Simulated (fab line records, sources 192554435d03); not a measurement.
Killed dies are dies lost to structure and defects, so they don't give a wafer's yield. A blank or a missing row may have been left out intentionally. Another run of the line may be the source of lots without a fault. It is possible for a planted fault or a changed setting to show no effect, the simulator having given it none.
fab line records ; flow n5-finfet ; part 1 of 2: steps 1 to 22 of 36
record lots=5; wafers=15; last-day=17
route steps=1938 shown BEOL_M4@1023
lots that met no fault: taken from a fault-free run of the same line
start-h: start of the lot's first displayed wafer, in hours after the record's first day ; wait-h: time in hours since the lot's previous step ; " unchanged from the row above ; L1.1+2: several wafers, shown together as one row ; - no value present, or no start provided ; * or withheld: withheld ; < > ~ a bound
route shown NAME@n: names a module that has steps shown in the file, with the first one's number in the route ; usual: mean/standard deviation of fault-free wafers ; same: alike in all rows ; chamber/n: place in a boat ; sites: the reading at each site ; _std_site: their standard deviation ; _edge_site: mean of outer sites minus mean of inner sites ; radius-mm: how far each site lies from the wafer's centre ; mask NAME#n: copy n ; behind: the last tool/chamber to shape the wafer ; hold: reason for holding the lot/hours on hold/outcome of the hold ; device: which transistor (n, p or np) failed to switch ; end of line: the route-end tests of the same wafers ; a step with no rows: only its recipe ; killed: count of dies lost to structure and defects at first sort (not the wafer's yield) ; map: a wafer's dies, x killed, . not, _ none there
set.NAME: the setting that was run; set.NAME@STEP: the one run at that earlier step ; model.NAME: the simulator's own value behind a step, which no gauge read
lots at selected steps of the route; one table per step, one row per wafer
services: from which hour (start-h, from the record's first day; less than 0 if before it) a tool's chamber was out of use, for how many hours, and why
## steps
# step N5_BEOL_M4_PECVD_72
# recipe material=SiO2; target-thk-a=160; temp-c=400; precursor=TEOS/O2; pressure-torr=5.5; rf-w=450; teos-flow-sccm=53.8; gas=O2; flow-sccm=3000; time-s=18
# usual heater-power-w=726/98; showerhead-plenum-p-Torr=8.81/0.064; throttle-valve-pct=21.8/1.1
lot.wafer;tool;chamber;start-h;wait-h;heater-power-w;showerhead-plenum-p-Torr;throttle-valve-pct
L079.1;pecvd-03;1;189.30;0.0;582;8.73;23.9
L079.2;pecvd-03;2;189.30;0.0;631;8.89;22.5
L079.5;pecvd-03;1;189.30;0.0;573;8.74;23.7
L083.1;pecvd-03;0;202.92;0.0;670;8.76;21.3
L083.3;pecvd-03;1;202.92;0.0;555;8.72;24.0
L083.4;pecvd-03;0;202.92;0.0;695;8.74;21.4
L089.2;pecvd-04;0;262.80;0.0;837;8.77;21.2
L089.3;pecvd-04;1;262.80;0.0;595;8.83;21.9
L089.6;pecvd-04;0;262.80;0.0;854;8.77;21.3
L091.1;pecvd-04;1;265.16;0.0;635;8.82;21.9
L091.4;pecvd-04;0;265.16;0.0;908;8.75;21.4
L091.5;pecvd-04;1;265.16;0.0;625;8.80;21.8
L095.2;pecvd-03;0;283.86;0.0;681;8.77;21.3
L095.5;pecvd-03;1;283.86;0.0;680;8.74;24.0
L095.6;pecvd-03;0;283.86;0.0;683;8.75;21.4
# step N5_BEOL_M4_HM_DEP_02
# recipe material=TiN; target-thk-a=200; temp-c=25; chamber-pressure-pa=0.49996
# usual throttle-valve-pct=30.1/1.2
lot.wafer;tool;chamber;start-h;wait-h;throttle-valve-pct
L079.1;pvd-sputter-01;-;190.25;0.9;28.2
L079.2;pvd-sputter-01;-;190.25;0.9;30.0
L079.5;pvd-sputter-01;-;190.25;0.9;30.4
L083.1;pvd-sputter-01;-;204.68;1.7;30.2
L083.3;pvd-sputter-01;-;204.68;1.7;28.3
L083.4;pvd-sputter-01;-;204.68;1.7;30.3
L089.2;pvd-sputter-02;-;263.03;0.2;29.2
L089.3;pvd-sputter-02;-;263.03;0.2;30.1
L089.6;pvd-sputter-02;-;263.03;0.2;30.4
L091.1;pvd-sputter-02;-;265.92;0.7;32.0
L091.4;pvd-sputter-02;-;265.92;0.7;29.1
L091.5;pvd-sputter-02;-;265.92;0.7;32.4
L095.2;pvd-sputter-01;-;284.73;0.9;31.5
L095.5;pvd-sputter-01;-;284.73;0.9;30.2
L095.6;pvd-sputter-01;-;284.73;0.9;30.4
# step N5_BEOL_M4_COAT_61
# recipe resist=SOC; temp-c=250; time-s=60; spin-rpm=1500; resist-thk-nm=60
lot.wafer;tool;chamber;start-h;wait-h
L079.1+2+5;litho-track-05;0;190.57;0.3
L083.1+3+4;litho-track-03;0;204.81;0.1
L089.2+3+6;litho-track-03;0;263.16;0.1
L091.1+4+5;litho-track-05;0;266.05;0.1
L095.2+5+6;litho-track-05;0;284.86;0.1
# step N5_BEOL_M4_COAT_62
# recipe resist=SiARC; temp-c=220; time-s=60; spin-rpm=1500; resist-thk-nm=12
lot.wafer;tool;chamber;start-h;wait-h
L079.1+2+5;litho-track-05;0;-;-
L083.1+3+4;litho-track-03;0;-;-
L089.2+3+6;litho-track-03;0;-;-
L091.1+4+5;litho-track-05;0;-;-
L095.2+5+6;litho-track-05;0;-;-
# step N5_BEOL_M4_COAT_73
# recipe resist=underlayer; temp-c=205; time-s=60; spin-rpm=1500; resist-thk-nm=5
lot.wafer;tool;chamber;start-h;wait-h
L079.1+2+5;litho-track-05;0;-;-
L083.1+3+4;litho-track-03;0;-;-
L089.2+3+6;litho-track-03;0;-;-
L091.1+4+5;litho-track-05;0;-;-
L095.2+5+6;litho-track-05;0;-;-
# step N5_BEOL_M4_COAT_05
# recipe resist=CAR-EUV; spin-rpm=1500; resist-thk-nm=30
lot.wafer;tool;chamber;start-h;wait-h
L079.1+2+5;litho-track-05;0;-;-
L083.1+3+4;litho-track-03;0;-;-
L089.2+3+6;litho-track-03;0;-;-
L091.1+4+5;litho-track-05;0;-;-
L095.2+5+6;litho-track-05;0;-;-
# step N5_BEOL_M4_EBR_07
# recipe solvent=PGMEA; ebr-width-mm=1.5
# same ebr-width-mm=1.5
lot.wafer;tool;chamber;start-h;wait-h
L079.1+2+5;litho-track-05;0;-;-
L083.1+3+4;litho-track-03;0;-;-
L089.2+3+6;litho-track-03;0;-;-
L091.1+4+5;litho-track-05;0;-;-
L095.2+5+6;litho-track-05;0;-;-
# step N5_BEOL_M4_SOFTBAKE_06
# recipe temp-c=110; time-s=60; resist=CAR-EUV
lot.wafer;tool;chamber;start-h;wait-h
L079.1+2+5;litho-track-05;0;-;-
L083.1+3+4;litho-track-03;0;-;-
L089.2+3+6;litho-track-03;0;-;-
L091.1+4+5;litho-track-05;0;-;-
L095.2+5+6;litho-track-05;0;-;-
# step N5_BEOL_M4_EXPOSE_08
# recipe mask-id=M4; na=0.33; source-shape=dipole; sigma-inner=0.369; sigma-outer=0.767; polarization=unpolarized; dose-mj=41.25
lot.wafer;tool;chamber;start-h;wait-h;mask
L079.1+2+5;euv-scanner-02;0;190.71;-;M4#0
L083.1+3+4;euv-scanner-02;0;204.95;-;M4#0
L089.2+3+6;euv-scanner-02;0;263.30;-;M4#0
L091.1+4+5;euv-scanner-01;0;266.33;-;M4#0
L095.2+5+6;euv-scanner-02;0;285.13;-;M4#0
# step N5_BEOL_M4_PEB_09
# recipe peb-temp-c=100; peb-time-s=60; resist=CAR-EUV
lot.wafer;tool;chamber;start-h;wait-h
L079.1+2+5;litho-track-05;0;190.77;0.1
L083.1+3+4;litho-track-05;0;205.01;0.1
L089.2+3+6;litho-track-03;0;263.36;0.1
L091.1+4+5;litho-track-03;0;266.39;0.1
L095.2+5+6;litho-track-03;0;285.19;0.1
# step N5_BEOL_M4_DEVELOP_10
# recipe develop-time-s=30; developer=TMAH; resist=CAR-EUV; rinse-liquid=surfactant-rinse; dry=air-spin; dev-temp-c=23
lot.wafer;tool;chamber;start-h;wait-h
L079.1+2+5;litho-track-05;0;-;-
L083.1+3+4;litho-track-05;0;-;-
L089.2+3+6;litho-track-03;0;-;-
L091.1+4+5;litho-track-03;0;-;-
L095.2+5+6;litho-track-03;0;-;-
# step N5_BEOL_M4_CD_MEAS_11
# recipe target-cd-nm=16.79; landing-energy-ev=500; detector=se-inlens; polarity=opening
# usual cd-nm=16.81/0.26
lot.wafer;tool;chamber;start-h;wait-h;cd-nm
L079.1;cd-sem-02;0;190.84;-;16.76
L079.2;cd-sem-02;0;190.84;-;16.92
L079.5;cd-sem-02;0;190.84;-;16.98
L083.1;cd-sem-03;0;205.08;-;16.92
L083.3;cd-sem-03;0;205.08;-;17.13
L083.4;cd-sem-03;0;205.08;-;17.29
L089.2;cd-sem-01;0;263.43;-;17.09
L089.3;cd-sem-01;0;263.43;-;17.10
L089.6;cd-sem-01;0;263.43;-;17.11
L091.1;cd-sem-02;0;266.46;-;16.62
L091.4;cd-sem-02;0;266.46;-;16.77
L091.5;cd-sem-02;0;266.46;-;17.04
L095.2;cd-sem-02;0;285.25;-;16.93
L095.5;cd-sem-02;0;285.25;-;16.72
L095.6;cd-sem-02;0;285.25;-;17.28
# step N5_BEOL_M4_OVL_MEAS_12
# recipe points-per-wafer=522
# usual M4_OVL=-0.1/0.56
lot.wafer;tool;chamber;start-h;wait-h;M4_OVL[nm]
L079.1;overlay-02;0;190.91;0.1;-0.1
L079.2;overlay-02;0;190.91;0.1;0.2
L079.5;overlay-02;0;190.91;0.1;-0.9
L083.1;overlay-01;0;205.11;0.0;-1.0
L083.3;overlay-01;0;205.11;0.0;-0.5
L083.4;overlay-01;0;205.11;0.0;-0.5
L089.2;overlay-02;0;263.47;0.0;0.4
L089.3;overlay-02;0;263.47;0.0;0.2
L089.6;overlay-02;0;263.47;0.0;0.2
L091.1;overlay-02;0;266.49;0.0;0.4
L091.4;overlay-02;0;266.49;0.0;-0.6
L091.5;overlay-02;0;266.49;0.0;-0.5
L095.2;overlay-02;0;285.29;0.0;0.9
L095.5;overlay-02;0;285.29;0.0;-0.1
L095.6;overlay-02;0;285.29;0.0;0.5
# step N5_BEOL_M4_INSPECT_13
# recipe mode=adi; inspect-instrument=brightfield
# usual raw-defect-count=428/92
lot.wafer;tool;chamber;start-h;wait-h;raw-defect-count
L079.1;defect-inspect-01;-;190.97;0.1;371
L079.2;defect-inspect-01;-;190.97;0.1;534
L079.5;defect-inspect-01;-;190.97;0.1;460
L083.1;defect-inspect-02;-;205.17;0.1;458
L083.3;defect-inspect-02;-;205.17;0.1;389
L083.4;defect-inspect-02;-;205.17;0.1;308
L089.2;defect-inspect-02;-;263.52;0.0;437
L089.3;defect-inspect-02;-;263.52;0.0;416
L089.6;defect-inspect-02;-;263.52;0.0;426
L091.1;defect-inspect-01;-;266.55;0.1;528
L091.4;defect-inspect-01;-;266.55;0.1;358
L091.5;defect-inspect-01;-;266.55;0.1;396
L095.2;defect-inspect-01;-;285.34;0.0;348
L095.5;defect-inspect-01;-;285.34;0.0;330
L095.6;defect-inspect-01;-;285.34;0.0;332
# step N5_BEOL_M4_DESCUM_16
# recipe chemistry=O2; time-s=7; source-power-w=50; bias-power-w=20; pressure-mtorr=20; rf-frequency-hz=2.712e+07; temp-c=40; resist=CAR-EUV; o2-flow-sccm=225
# usual drypump-motor-current-A=5.8/0.45; o2-flow-sccm=224.9/0.68; oes-product-au=0.80/0.1; rf-vpp-V=243.5/1.3; showerhead-plenum-p-Torr=2.11/0.074; throttle-valve-pct=20.36/0.17
lot.wafer;tool;chamber;start-h;wait-h;drypump-motor-current-A;o2-flow-sccm;oes-product-au;rf-hours-counter-h;rf-vpp-V;showerhead-plenum-p-Torr;throttle-valve-pct
L079.1;rie-diel-03;2;191.67;0.7;5.4;225.3;0.80;105;244.1;2.10;20.20
L079.2;rie-diel-03;0;191.67;0.7;5.6;225.2;0.72;197;243.0;2.06;20.24
L079.5;rie-diel-03;0;191.67;0.7;5.6;225.1;0.72;-;243.7;2.06;20.24
L083.1;rie-diel-03;3;205.20;0.0;5.7;224.0;0.95;6;246.0;2.23;20.27
L083.3;rie-diel-03;1;205.20;0.0;5.3;224.1;0.83;84;242.2;2.12;20.23
L083.4;rie-diel-03;0;205.20;0.0;5.6;224.6;0.72;202;243.2;2.06;20.25
L089.2;rie-diel-03;3;263.55;0.0;5.7;225.4;0.90;27;245.5;2.23;20.31
L089.3;rie-diel-03;2;263.55;0.0;5.4;225.9;0.77;131;243.2;2.09;20.25
L089.6;rie-diel-03;3;263.55;0.0;5.7;226.4;0.90;-;244.4;2.23;20.29
L091.1;rie-diel-04;3;266.58;0.0;6.4;226.1;0.84;71;244.4;2.12;20.50
L091.4;rie-diel-04;2;266.58;0.0;5.6;224.6;0.98;5;245.1;2.22;20.15
L091.5;rie-diel-04;3;266.58;0.0;6.4;225.8;0.85;-;243.2;2.12;20.52
L095.2;rie-diel-02;2;286.08;0.7;5.2;224.2;0.98;6;243.3;2.16;20.52
L095.5;rie-diel-02;2;286.08;0.7;5.2;225.4;0.98;-;243.4;2.16;20.51
L095.6;rie-diel-02;3;286.08;0.7;5.6;225.4;0.71;-;242.8;2.07;20.46
# step N5_BEOL_M4_ETCH_74
# recipe chemistry=N2/H2; target=underlayer; target-depth-a=65; mask-material=CAR-EUV; time-s=5.2; ion-energy-ev=200; pressure-mtorr=30; source-w=840; bias-w=150; n2-flow-sccm=200; h2-flow-sccm=200; ends=cleared
# usual drypump-motor-current-A=5.8/0.46; etch-rf-on-time-s=5.20/0.13; oes-product-au=0.68/0.086; rf-vpp-V=524.4/2.7; showerhead-plenum-p-Torr=2.56/0.094; throttle-valve-pct=17.79/0.22
lot.wafer;tool;chamber;start-h;wait-h;drypump-motor-current-A;etch-rf-on-time-s;oes-product-au;rf-hours-counter-h;rf-vpp-V;showerhead-plenum-p-Torr;throttle-valve-pct
L079.1;rie-diel-03;2;191.71;0.0;5.4;5.12;0.69;105;526.3;2.54;17.57
L079.2;rie-diel-03;0;191.71;0.0;5.6;5.04;0.63;197;524.6;2.54;17.96
L079.5;rie-diel-03;0;191.71;0.0;5.6;5.01;0.64;-;523.5;2.54;17.98
L083.1;rie-diel-03;3;205.24;0.0;5.7;5.22;0.82;6;528.2;2.70;17.61
L083.3;rie-diel-03;1;205.24;0.0;5.3;5.27;0.70;84;525.1;2.58;17.58
L083.4;rie-diel-03;0;205.24;0.0;5.6;5.09;0.62;202;522.3;2.53;17.98
L089.2;rie-diel-03;3;263.59;0.0;5.7;5.23;0.77;27;527.9;2.69;17.64
L089.3;rie-diel-03;2;263.59;0.0;5.4;5.18;0.65;131;522.4;2.53;17.63
L089.6;rie-diel-03;3;263.59;0.0;5.7;5.21;0.77;-;527.9;2.69;17.64
L091.1;rie-diel-04;3;266.61;0.0;6.4;5.17;0.72;71;525.4;2.57;17.88
L091.4;rie-diel-04;2;266.61;0.0;5.6;5.28;0.82;5;529.4;2.72;17.57
L091.5;rie-diel-04;3;266.61;0.0;6.4;5.14;0.71;-;523.5;2.57;17.86
L095.2;rie-diel-02;2;286.11;0.0;5.2;5.24;0.82;6;526.0;2.63;18.00
L095.5;rie-diel-02;2;286.11;0.0;5.2;5.22;0.85;-;525.0;2.63;18.03
L095.6;rie-diel-02;3;286.11;0.0;5.6;5.05;0.60;-;521.7;2.51;17.92
# step N5_BEOL_M4_ETCH_63
# recipe chemistry=CF4; target=SiARC; target-depth-a=156; mask-material=CAR-EUV; time-s=26; ion-energy-ev=80; pressure-mtorr=40; source-w=545; bias-w=36; Ar_flow_sccm=100; cf4-flow-sccm=100; ends=cleared
# usual drypump-motor-current-A=5.8/0.45; etch-rf-on-time-s=26.0/0.61; oes-product-au=0.68/0.086; rf-vpp-V=184.3/1.3; showerhead-plenum-p-Torr=2.15/0.073; throttle-valve-pct=15.53/0.17
lot.wafer;tool;chamber;start-h;wait-h;drypump-motor-current-A;etch-rf-on-time-s;oes-product-au;rf-hours-counter-h;rf-vpp-V;showerhead-plenum-p-Torr;throttle-valve-pct
L079.1;rie-diel-03;2;191.72;0.0;5.4;26.0;0.67;105;185.3;2.15;15.39
L079.2;rie-diel-03;0;191.72;0.0;5.6;25.1;0.63;197;186.0;2.12;15.51
L079.5;rie-diel-03;0;191.72;0.0;5.6;25.3;0.63;-;183.9;2.12;15.50
L083.1;rie-diel-03;3;205.25;0.0;5.7;25.8;0.82;6;186.1;2.27;15.40
L083.3;rie-diel-03;1;205.25;0.0;5.3;26.4;0.70;84;185.1;2.16;15.39
L083.4;rie-diel-03;0;205.25;0.0;5.6;25.5;0.63;202;183.9;2.12;15.52
L089.2;rie-diel-03;3;263.60;0.0;5.7;25.9;0.78;27;185.4;2.27;15.45
L089.3;rie-diel-03;2;263.60;0.0;5.5;25.8;0.66;131;184.7;2.14;15.43
L089.6;rie-diel-03;3;263.60;0.0;5.7;25.7;0.78;-;185.8;2.27;15.45
L091.1;rie-diel-04;3;266.63;0.0;6.4;26.6;0.70;71;183.8;2.17;15.67
L091.4;rie-diel-04;2;266.63;0.0;5.6;27.0;0.81;5;186.0;2.27;15.33
L091.5;rie-diel-04;3;266.63;0.0;6.4;26.6;0.70;-;182.7;2.17;15.66
L095.2;rie-diel-02;2;286.13;0.0;5.2;26.0;0.82;6;185.5;2.19;15.51
L095.5;rie-diel-02;2;286.13;0.0;5.2;25.9;0.84;-;186.4;2.19;15.53
L095.6;rie-diel-02;3;286.13;0.0;5.6;25.4;0.60;-;184.7;2.12;15.64
# step N5_BEOL_M4_ETCH_64
# recipe chemistry=N2/H2; target=SOC; target-depth-a=750; overetch-a=225; mask-material=SiARC; temp-c=40; time-s=121.9; ion-energy-ev=200; pressure-mtorr=30; source-w=840; bias-w=150; n2-flow-sccm=200; h2-flow-sccm=200
# usual drypump-motor-current-A=5.8/0.45; oes-product-au=0.61/0.076; rf-vpp-V=524.3/2.6; showerhead-plenum-p-Torr=2.56/0.094; throttle-valve-pct=17.75/0.22
lot.wafer;tool;chamber;start-h;wait-h;drypump-motor-current-A;oes-product-au;rf-hours-counter-h;rf-vpp-V;showerhead-plenum-p-Torr;throttle-valve-pct
L079.1;rie-diel-03;2;191.75;0.0;5.4;0.60;105;524.3;2.54;17.54
L079.2;rie-diel-03;0;191.75;0.0;5.6;0.55;197;523.6;2.54;17.93
L079.5;rie-diel-03;0;191.75;0.0;5.6;0.56;-;522.2;2.54;17.91
L083.1;rie-diel-03;3;205.28;0.0;5.7;0.73;6;526.3;2.70;17.55
L083.3;rie-diel-03;1;205.28;0.0;5.3;0.63;84;525.6;2.58;17.54
L083.4;rie-diel-03;0;205.28;0.0;5.6;0.55;202;524.0;2.53;17.93
L089.2;rie-diel-03;3;263.63;0.0;5.7;0.69;27;528.1;2.69;17.61
L089.3;rie-diel-03;2;263.63;0.0;5.4;0.58;131;524.7;2.53;17.57
L089.6;rie-diel-03;3;263.63;0.0;5.7;0.69;-;527.3;2.69;17.59
L091.1;rie-diel-04;3;266.66;0.0;6.4;0.63;71;524.9;2.57;17.83
L091.4;rie-diel-04;2;266.66;0.0;5.6;0.74;5;528.9;2.72;17.55
L091.5;rie-diel-04;3;266.66;0.0;6.4;0.63;-;524.5;2.57;17.81
L095.2;rie-diel-02;2;286.16;0.0;5.2;0.74;6;526.5;2.63;17.99
L095.5;rie-diel-02;2;286.16;0.0;5.2;0.74;-;525.0;2.63;17.97
L095.6;rie-diel-02;3;286.16;0.0;5.6;0.53;-;523.6;2.51;17.86
# step N5_BEOL_M4_STRIP_65
# recipe chemistry=N2/H2; temp-c=40; n2-flow-sccm=200; h2-flow-sccm=200; rf-frequency-hz=6e+07
lot.wafer;tool;chamber;start-h;wait-h
L079.1+2+5;rie-diel-03;2,0,0;191.87;0.1
L083.1+3+4;rie-diel-03;3,1,0;205.39;0.1
L089.2+3+6;rie-diel-03;3,2,3;263.74;0.1
L091.1+4+5;rie-diel-04;3,2,3;266.77;0.1
L095.2+5+6;rie-diel-02;2,2,3;286.27;0.1
# step N5_BEOL_M4_STRIP_75
# recipe chemistry=N2/H2; temp-c=40; n2-flow-sccm=200; h2-flow-sccm=200; rf-frequency-hz=6e+07
lot.wafer;tool;chamber;start-h;wait-h
L079.1+2+5;rie-diel-03;2,0,0;191.88;0.0
L083.1+3+4;rie-diel-03;3,1,0;205.40;0.0
L089.2+3+6;rie-diel-03;3,2,3;263.75;0.0
L091.1+4+5;rie-diel-04;3,2,3;266.78;0.0
L095.2+5+6;rie-diel-02;2,2,3;286.28;0.0
# step N5_BEOL_M4_STRIP_66
# recipe chemistry=CF4; resist=SiARC; power-w=300; bias-power-w=75; pressure-mtorr=50; cf4-flow-sccm=150; rf-frequency-hz=6e+07
# usual drypump-motor-current-A=5.8/0.45; oes-product-au=0.79/0.099; rf-vpp-V=271.4/1.6; showerhead-plenum-p-Torr=1.80/0.057; throttle-valve-pct=13.50/0.19
lot.wafer;tool;chamber;start-h;wait-h;drypump-motor-current-A;oes-product-au;rf-hours-counter-h;rf-vpp-V;showerhead-plenum-p-Torr;throttle-valve-pct
L079.1;rie-diel-03;2;191.89;0.0;5.4;0.78;105;272.2;1.80;13.36
L079.2;rie-diel-03;0;191.89;0.0;5.6;0.72;197;270.9;1.78;13.53
L079.5;rie-diel-03;0;191.89;0.0;5.6;0.72;-;270.6;1.78;13.54
L083.1;rie-diel-03;3;205.41;0.0;5.7;0.95;6;272.9;1.90;13.29
L083.3;rie-diel-03;1;205.41;0.0;5.3;0.82;84;272.9;1.83;13.40
L083.4;rie-diel-03;0;205.41;0.0;5.6;0.72;202;270.8;1.78;13.55
L089.2;rie-diel-03;3;263.76;0.0;5.7;0.89;27;272.1;1.89;13.37
L089.3;rie-diel-03;2;263.76;0.0;5.4;0.76;131;270.4;1.79;13.43
L089.6;rie-diel-03;3;263.76;0.0;5.7;0.89;-;272.5;1.89;13.36
L091.1;rie-diel-04;3;266.79;0.0;6.4;0.82;71;271.6;1.81;13.56
L091.4;rie-diel-04;2;266.79;0.0;5.6;0.95;5;273.3;1.91;13.28
L091.5;rie-diel-04;3;266.79;0.0;6.4;0.83;-;271.1;1.81;13.57
L095.2;rie-diel-02;2;286.29;0.0;5.3;0.96;6;271.3;1.83;13.43
L095.5;rie-diel-02;2;286.29;0.0;5.2;0.96;-;272.8;1.83;13.42
L095.6;rie-diel-02;3;286.29;0.0;5.6;0.69;-;272.8;1.76;13.61
# step N5_BEOL_M4_HM_OPEN_17
# recipe chemistry=Cl2/BCl3; target-depth-a=200; overetch-a=60; target=TiN; mask-material=SOC; ion-energy-ev=150; pressure-mtorr=10; icp-w=1000; bias-w=126; Cl2_flow_sccm=53.25; bcl3-flow-sccm=21.75; Ar_flow_sccm=25
# usual drypump-motor-current-A=5.8/0.42; mfc-cl2-sccm=53.25/0.14; oes-product-au=0.63/0.088; throttle-valve-pct=22.21/0.25
lot.wafer;tool;chamber;start-h;wait-h;drypump-motor-current-A;mfc-cl2-sccm;oes-product-au;rf-hours-counter-h;throttle-valve-pct
L079.1;rie-metal-02;0;191.95;0.1;6.4;53.07;0.75;9;22.22
L079.2;rie-metal-02;1;191.95;0.1;6.4;53.14;0.54;109;21.92
L079.5;rie-metal-02;1;191.95;0.1;6.4;53.23;0.54;-;21.93
L083.1;rie-metal-03;0;205.45;0.0;5.5;53.39;0.55;108;22.30
L083.3;rie-metal-03;0;205.45;0.0;5.5;53.28;0.54;-;22.33
L083.4;rie-metal-03;1;205.45;0.0;5.5;53.28;0.65;-;22.67
L089.2;rie-metal-01;0;263.80;0.0;5.5;53.36;0.82;3;21.91
L089.3;rie-metal-01;1;263.80;0.0;5.4;53.01;0.59;-;22.02
L089.6;rie-metal-01;1;263.80;0.0;5.4;53.34;0.58;-;22.03
L091.1;rie-metal-02;0;266.83;0.0;6.4;53.31;0.74;17;22.23
L091.4;rie-metal-02;1;266.83;0.0;6.4;53.09;0.53;-;21.93
L091.5;rie-metal-02;0;266.83;0.0;6.3;53.38;0.74;-;22.22
L095.2;rie-metal-02;0;286.36;0.1;6.4;53.08;0.72;-;22.24
L095.5;rie-metal-02;0;286.36;0.1;6.4;53.02;0.72;-;22.24
L095.6;rie-metal-02;0;286.36;0.1;6.4;53.32;0.72;-;22.26
